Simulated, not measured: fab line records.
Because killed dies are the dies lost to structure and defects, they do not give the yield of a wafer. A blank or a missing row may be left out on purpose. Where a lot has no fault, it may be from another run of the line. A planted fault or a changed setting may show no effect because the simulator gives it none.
fab line records | flow n5Finfet
record lots=4 | wafers=12 | lastDay=18
route steps=1938 shown ILD0@338 SDB@347 BEOL_M4@1111 PASSIVATION@1936
lots with no fault: from the same line, run without faults
startH: hours from the record's first day to the start of the lot's first wafer shown | waitH: hours from the lot's prior step to this one | " as in the row above | L1.1+2: several wafers, shown together as one row | - either no value or no given start | * or withheld: withheld | < > ~ a bound
route shown NAME@n: names a module that has steps shown in the file, with the first one's number in the route | usual: average and standard deviation across the fault-free wafers | same: alike in all rows | chamber/n: place in a boat | sites: the reading at each site | _std_site: standard deviation of those values | _edge_site: the outer-site mean with the inner-site mean subtracted | radiusMm: for every site, how far away it sits from the centre of the wafer | mask NAME#n: copy n | behind: the most recent tool/chamber to have shaped the wafer | hold: why the lot went on hold/how many hours it stayed there/how the hold came to an end | device: the transistor (n, p or np) that didn't switch | end of line: the tests these same wafers got at the end of their route | for a step that has no rows: nothing shown but its recipe | killed: count of dies lost to structure and defects at first sort (not the wafer's yield) | map: per-die view of a wafer (x killed, . not killed, _ where there is no die)
set.NAME: the run value of the setting; set.NAME@STEP: its run value at that earlier step | model.NAME: the simulator's own value behind a step, which no gauge read
a table for each step, a row for each wafer; lots at some steps of the route
services: from which hour (startH, from the record's first day; less than 0 if before it) a tool's chamber was out of use, for how many hours, and why
## steps
# step N5_ILD0_CMP_03
# recipe stopOn=SiNx | tOverpolishS=1.9 | postCmpClean=alkalineBrush | downForcePsi=4.1491 | platenRpm=51.796 | padVelocityMS=1.0306 | targetThkNm=197.38
# step N5_ILD0_CMP_07
# recipe stopOn=poly-Si | material=SiO2_flowable | tOverpolishS=1.18 | postCmpClean=alkalineBrush | downForcePsi=4.1491 | platenRpm=51.796 | padVelocityMS=1.0306 | targetThkNm=138.88
# step N5_ILD0_PRECLEAN_10
# recipe chemistry=NF3:NH3 | afsCycles=5 | timeS=20 | tempC=30 | sublimationTempC=180 | sublimationTimeS=60 | pressureTorr=3 | rfPowerW=30
# step N5_ILD0_ALD_15
# recipe material=SiNx | targetThkA=240 | tempC=400 | aldPrecursorFamily=SiH2I2 | aldCoReactant=N2/H2-plasma | pulseTimeS=1 | aldCycles=480 | purgeTimeS=2 | coReactantPurgeTimeS=2 | pressureTorr=2
# step N5_ILD0_CMP_12
# recipe stopOn=poly-Si | material=SiNx | tOverpolishS=6 | postCmpClean=alkalineBrush | downForcePsi=2.5 | platenRpm=51.8 | padVelocityMS=1.0307 | targetThkNm=17.67
# step N5_SDB_HM_DEP_00
# recipe material=SiNx | targetThkA=400 | tempC=400 | precursor=SiH4/NH3/N2 | pressureTorr=1.5 | rfW=300 | timeS=35.3
# step N5_SDB_COAT_03
# recipe resist=SOC | tempC=250 | timeS=60 | spinRpm=1500 | resistThkNm=100
# step N5_SDB_COAT_04
# recipe resist=SiARC | tempC=220 | timeS=60 | spinRpm=1500 | resistThkNm=18
# step N5_SDB_COAT_05
# recipe resist=CAR-ArF | spinRpm=1500 | resistThkNm=90
# usual spinSpeedRpm=1500.0/0.98
lot.wafer | tool          | chamber | startH | waitH | spinSpeedRpm | model.CAR-ArF_of_SDB_COAT_05.thkNm
L599.3    | lithoTrack-02 | 0       | 96.08  | -     | 1501.1       | 90.2
L599.4    | "             | 0       | "      | "     | 1499.4       | 90.2
L599.5    | "             | 0       | "      | "     | 1500.4       | 90.2
L614.1    | lithoTrack-03 | 0       | 188.43 | -     | 1500.7       | 89.8
L614.2    | "             | 0       | "      | "     | 1500.4       | 90
L614.6    | "             | 0       | "      | "     | 1500.0       | 89.8
L615.1    | lithoTrack-02 | 0       | 194.11 | -     | 1674.5       | 85.8
L615.3    | "             | 0       | "      | "     | 1674.4       | 85.6
L615.4    | "             | 0       | "      | "     | 1673.0       | 85.6
L616.2    | lithoTrack-02 | 0       | 198.69 | -     | 1675.5       | 85.6
L616.3    | "             | 0       | "      | "     | 1672.4       | 85.6
L616.6    | "             | 0       | "      | "     | 1673.5       | 85.4
# step N5_SDB_EBR_07
# recipe solvent=PGMEA | ebrWidthMm=1.5
# step N5_SDB_SOFTBAKE_06
# recipe tempC=110 | timeS=60 | resist=CAR-ArF
# step N5_SDB_EXPOSE_08
# recipe maskId=SDB | na=1.35 | sourceShape=conventional | sigmaOuter=0.5 | polarization=unpolarized | doseMj=49.6
# step N5_SDB_PEB_09
# recipe pebTempC=withheld | pebTimeS=60 | resist=CAR-ArF
# step N5_SDB_DEVELOP_10
# recipe developTimeS=30 | developer=TMAH | resist=CAR-ArF | rinseLiquid=diw | dry=airSpin | devTempC=23
# step N5_SDB_DESCUM_16
# recipe chemistry=O2 | timeS=7.9 | sourcePowerW=50 | biasPowerW=20 | pressureMtorr=20 | rfFrequencyHz=2.712e+07 | tempC=40 | resist=CAR-ArF | o2FlowSccm=225
# step N5_SDB_ETCH_17
# recipe chemistry=CF4 | target=SiARC | targetDepthA=234 | maskMaterial=CAR-ArF | timeS=39 | ionEnergyEv=80 | pressureMtorr=40 | sourceW=545 | biasW=36 | Ar_flow_sccm=100 | cf4FlowSccm=100 | ends=cleared
# usual drypumpMotorCurrentA=5.9/0.43 | etchRfOnTimeS=39.0/1.3 | oesProductAu=0.70/0.082 | rfVppV=184.1/1.3 | showerheadPlenumPTorr=2.15/0.082 | throttleValvePct=15.60/0.26
lot.wafer | tool       | chamber | startH | waitH | drypumpMotorCurrentA | etchRfOnTimeS | oesProductAu | rfHoursCounterH | rfVppV | showerheadPlenumPTorr | throttleValvePct | model.CAR-ArF_of_SDB_COAT_05.thkNm
L599.3    | rieDiel-02 | 3       | 96.95  | 0.0   | 6.4                  | 39.3          | 0.80         | 11              | 184.8  | 2.19                  | 15.44            | 66.8
L599.4    | "          | 2       | "      | "     | 6.0                  | 36.8          | 0.73         | 93              | 186.3  | 2.26                  | 15.45            | 66.8
L599.5    | "          | 1       | "      | "     | 6.2                  | 38.6          | 0.60         | -               | 183.4  | 2.03                  | 15.72            | 66.8
L614.1    | rieDiel-03 | 2       | 190.28 | 0.0   | 5.1                  | 40.7          | 0.60         | 203             | 184.6  | 2.12                  | 15.63            | 66.8
L614.2    | "          | 3       | "      | "     | 5.4                  | 39.0          | 0.72         | 50              | 185.6  | 2.25                  | 15.28            | 66.8
L614.6    | "          | 3       | "      | "     | 5.4                  | 39.2          | 0.72         | -               | 186.0  | 2.25                  | 15.26            | 66.6
L615.1    | rieDiel-03 | 1       | 194.98 | 0.0   | 5.9                  | 40.3          | 0.70         | 63              | 184.9  | 2.19                  | 15.91            | 62.6
L615.3    | "          | 3       | "      | "     | 5.4                  | 39.6          | 0.72         | 53              | 184.9  | 2.25                  | 15.29            | 62.2
L615.4    | "          | 2       | "      | "     | 5.1                  | 41.3          | 0.59         | 206             | 183.0  | 2.12                  | 15.64            | 62.4
L616.2    | rieDiel-04 | 0       | 199.05 | 0.0   | 6.3                  | 38.4          | 0.80         | 17              | 184.0  | 2.11                  | 15.33            | 62.2
L616.3    | "          | 2       | "      | "     | 6.3                  | 39.0          | 0.60         | 209             | 183.4  | 2.04                  | 16.10            | 62.2
L616.6    | "          | 2       | "      | "     | 6.3                  | 38.9          | 0.61         | -               | 183.9  | 2.04                  | 16.09            | 62
# step N5_SDB_ETCH_18
# recipe chemistry=N2/H2 | target=SOC | targetDepthA=1000 | overetchA=200 | maskMaterial=SiARC | tempC=40 | timeS=150 | ionEnergyEv=200 | pressureMtorr=30 | sourceW=840 | biasW=150 | n2FlowSccm=200 | h2FlowSccm=200
# step N5_BEOL_M4_RC_MEAS_101
# usual DIBL_N=36.3/1.9 | DIBL_P=36.0/2.1 | IOFF_N=0.16/0.031 | IOFF_P=0.21/0.035 | ION_N=675/14 | ION_P=464/8.5 | SS_N=71.5/0.6 | SS_P=73.3/0.72 | VT_N=250/3.2 | VT_P=-250/3.1
lot.wafer | tool      | chamber | startH | waitH | DIBL_N[mV/V] | DIBL_P[mV/V] | IOFF_N[nA/um] | IOFF_P[nA/um] | ION_N[uA/um] | ION_P[uA/um] | SS_N[mV/dec] | SS_P[mV/dec] | VT_N[mV] | VT_P[mV]
L599.3    | prober-01 | 0       | 192.98 | 0.3   | 35.8         | 36.9         | 0.16          | 0.24          | 680          | 471          | 71.8         | 73.4         | 251      | -249
L599.4    | "         | 0       | "      | "     | 33.1         | 33.2         | 0.13          | 0.19          | 672          | 468          | 71.0         | 72.2         | 251      | -248
L599.5    | "         | 0       | "      | "     | 34.9         | 36.5         | 0.16          | 0.25          | 676          | 469          | 70.9         | 73.0         | 249      | -244
L615.1    | prober-02 | 0       | 287.96 | 0.0   | 37.7         | 37.4         | 0.16          | 0.23          | 674          | 466          | 72.3         | 74.0         | 249      | -251
L615.3    | "         | 0       | "      | "     | 37.1         | 36.2         | 0.15          | 0.22          | 668          | 462          | 71.5         | 72.7         | 251      | -248
L615.4    | "         | 0       | "      | "     | 36.4         | 35.2         | 0.14          | 0.20          | 658          | 456          | 72.2         | 72.9         | 252      | -251
L614.1    | prober-01 | 0       | 289.37 | 0.0   | 38.2         | 40.3         | 0.19          | 0.22          | 681          | 458          | 71.8         | 74.0         | 248      | -253
L614.2    | "         | 0       | "      | "     | 36.4         | 38.6         | 0.17          | 0.20          | 702          | 473          | 72.0         | 73.6         | 248      | -253
L614.6    | "         | 0       | "      | "     | 36.3         | 37.3         | 0.16          | 0.18          | 688          | 464          | 71.4         | 73.4         | 247      | -255
L616.2    | prober-02 | 0       | 324.74 | 0.2   | 35.5         | 35.9         | 0.15          | 0.22          | 698          | 483          | 71.4         | 73.2         | 249      | -250
L616.3    | "         | 0       | "      | "     | 33.4         | 33.9         | 0.11          | 0.20          | 652          | 462          | 71.5         | 71.7         | 255      | -248
L616.6    | "         | 0       | "      | "     | 34.1         | 34.3         | 0.13          | 0.20          | 683          | 478          | 72.3         | 72.5         | 253      | -250
# step N5_PASSIVATION_PROBE_49
# usual defectLimitedYield=91.0/1.5 | killed_at_M0_to_M3=32/9.6 | killed_at_M4_up=13/4.7 | killedAtContacts=13/7.2 | killedAtFrontEnd=44/13 | killedAtOther=4/3.4 | killedDies=106/18 | killedOpen=70/13 | killedShort=35/8 | sort_bin_5_function=5.3/0.97 | sort_bin_6_memory=3.4/0.73 | sortNPass=1074/18 | sortYieldPct=91.0/1.5
# same grossDies=1180 | killedAtBackSide=0 | sort_bin_4_leakage[%]=0 | sort_bin_8_speed[%]=0
lot.wafer | tool      | chamber | startH | waitH | defectLimitedYield[%] | killed_at_M0_to_M3 | killed_at_M4_up | killedAtContacts | killedAtFrontEnd | killedAtOther | killedDies | killedOpen | killedShort | sort_bin_5_function[%] | sort_bin_6_memory[%] | sortNPass | sortYieldPct[%]
L615.1    | prober-02 | -       | 392.67 | 0.0   | 89.2                  | 44                 | 15              | 15               | 49               | 4             | 127        | 81         | 44          | 6.9                    | 3.6                  | 1053      | 89.2
L615.3    | prober-02 | -       | 392.77 | 0.1   | 90.4                  | 31                 | 9               | 10               | 58               | 5             | 113        | 56         | 56          | 5.3                    | 3.7                  | 1067      | 90.4
L615.4    | prober-02 | -       | 392.82 | 0.2   | 90.8                  | 27                 | 16              | 4                | 58               | 4             | 109        | 75         | 29          | 5.2                    | 3.7                  | 1071      | 90.8
L616.2    | prober-01 | -       | 432.59 | 0.1   | 92.4                  | 25                 | 8               | 8                | 44               | 5             | 90         | 65         | 25          | 4.7                    | 2.5                  | 1090      | 92.4
L616.3    | prober-01 | -       | 432.64 | 0.1   | 90.4                  | 34                 | 17              | 9                | 50               | 3             | 113        | 73         | 36          | 5.6                    | 3.6                  | 1067      | 90.4
L616.6    | prober-01 | -       | 432.79 | 0.3   | 93.1                  | 17                 | 18              | 13               | 30               | 4             | 82         | 55         | 27          | 4.3                    | 2.4                  | 1098      | 93.1
# killed by level:class
L615.1 STI_FIN_REVEAL:geometricParticle:open=17 BEOL_M0_SAQP:geometricParticle:short=13 BEOL_M4:geometricParticle:open=12 MOL_CONTACT_COAG:geometricParticle:open=11 BEOL_M0_SAQP:geometricParticle:open=11 BEOL_M1:geometricParticle:open=10 FIN_SAQP:geometricParticle:short=6 STARTING-WAFER:geometricParticle:short=6
L615.3 FIN_SAQP:geometricParticle:short=23 STI_FIN_REVEAL:geometricParticle:open=11 BEOL_M0_SAQP:geometricParticle:short=11 FIN_SAQP:geometricParticle:open=8 MOL_CONTACT_COAG:geometricParticle:open=7 BEOL_M0_SAQP:geometricParticle:open=6 BEOL_M4:geometricParticle:open=5 BEOL_M1:geometricParticle:open=5
L615.4 STI_FIN_REVEAL:geometricParticle:open=18 FIN_SAQP:geometricParticle:short=11 FIN_SAQP:geometricParticle:open=10 BEOL_M0_SAQP:geometricParticle:open=7 BEOL_M3:geometricParticle:open=6 BEOL_M4:geometricParticle:open=6 BEOL_M0_SAQP:geometricParticle:short=5 BEOL_M2:geometricParticle:open=5
L616.2 FIN_SAQP:geometricParticle:short=11 STI_FIN_REVEAL:geometricParticle:open=11 FIN_SAQP:geometricParticle:open=9 BEOL_M0_SAQP:geometricParticle:open=9 MOL_CONTACT_COAG:geometricParticle:open=7 DUMMY_GATE:geometricParticle:open=6 BEOL_M2:geometricParticle:open=5 BEOL_M1:geometricParticle:open=4
L616.3 STI_FIN_REVEAL:geometricParticle:open=12 MOL_CONTACT_COAG:geometricParticle:open=9 BEOL_M0_SAQP:geometricParticle:short=9 FIN_SAQP:geometricParticle:open=8 FIN_SAQP:geometricParticle:short=8 BEOL_M1:geometricParticle:open=8 BEOL_M0_SAQP:geometricParticle:open=7 BEOL_M4:geometricParticle:open=6
L616.6 BEOL_M4:geometricParticle:open=10 MOL_CONTACT_COAG:geometricParticle:open=9 FIN_SAQP:geometricParticle:short=6 BEOL_M1:geometricParticle:open=6 MOL_CONTACT_COAG:geometricParticle:short=4 STI_FIN_REVEAL:geometricParticle:open=3 DUMMY_GATE:geometricParticle:open=3 ILD0:geometricParticle:short=3
## services
tool       | chamber | startH | hours | kind
rieDiel-04 | 0       | 82.80  | -     | clean
rieDiel-04 | 0       | 82.80  | -     | consumableReplace:focusRing
rieDiel-04 | 0       | 82.80  | 22.1  | scheduledDown
rieDiel-04 | 0       | 82.80  | 22.1  | ventCycle
rieDiel-04 | 1       | 98.25  | 7.9   | repair
rieDiel-04 | -       | 101.94 | 0.2   | repair
rieDiel-03 | 2       | 103.38 | 6.4   | repair
rieDiel-03 | 0       | 107.48 | 11.9  | repair
rieDiel-04 | 0       | 111.02 | 1.2   | repair
rieDiel-02 | 1       | 132.22 | -     | clean
rieDiel-02 | 1       | 132.22 | -     | consumableReplace:focusRing
rieDiel-02 | 1       | 132.22 | -     | consumableReplace:showerhead
rieDiel-02 | 1       | 132.22 | 12.2  | scheduledDown
rieDiel-02 | 1       | 132.22 | 12.2  | ventCycle
rieDiel-04 | -       | 153.03 | 28.1  | pm
rieDiel-02 | 1       | 162.01 | 21.4  | repair
rieDiel-02 | 3       | 179.16 | 26.0  | repair
rieDiel-04 | -       | 181.13 | 14.6  | pm
## key
firstSign step=N5_SDB_COAT_05 | reading=spinSpeedRpm | direction=up | sigmas=99+ | usual=* | struck=*
effect none on later readings
modelEffect step=N5_SDB_COAT_05 | value=CAR-ArF_of_SDB_COAT_05.thkNm | without=90.4 | struck=85.6
modelEffect step=N5_SDB_ETCH_17 | value=CAR-ArF_of_SDB_COAT_05.thkNm | without=67.07 | struck=62.27
metAt N5_SDB_COAT_05
struckWafers L615.1,L615.3,L615.4,L616.2,L616.3,L616.6
onsetBetween 96.08 194.11
fault kind=processParameterDrift | tool=lithoTrack-02 | chamber=- | onsetH=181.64 | steps=N5_SDB_COAT_05 | channel=spinRpm | offset=* | shape=step | endH=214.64 | actsIn=* | stated=*
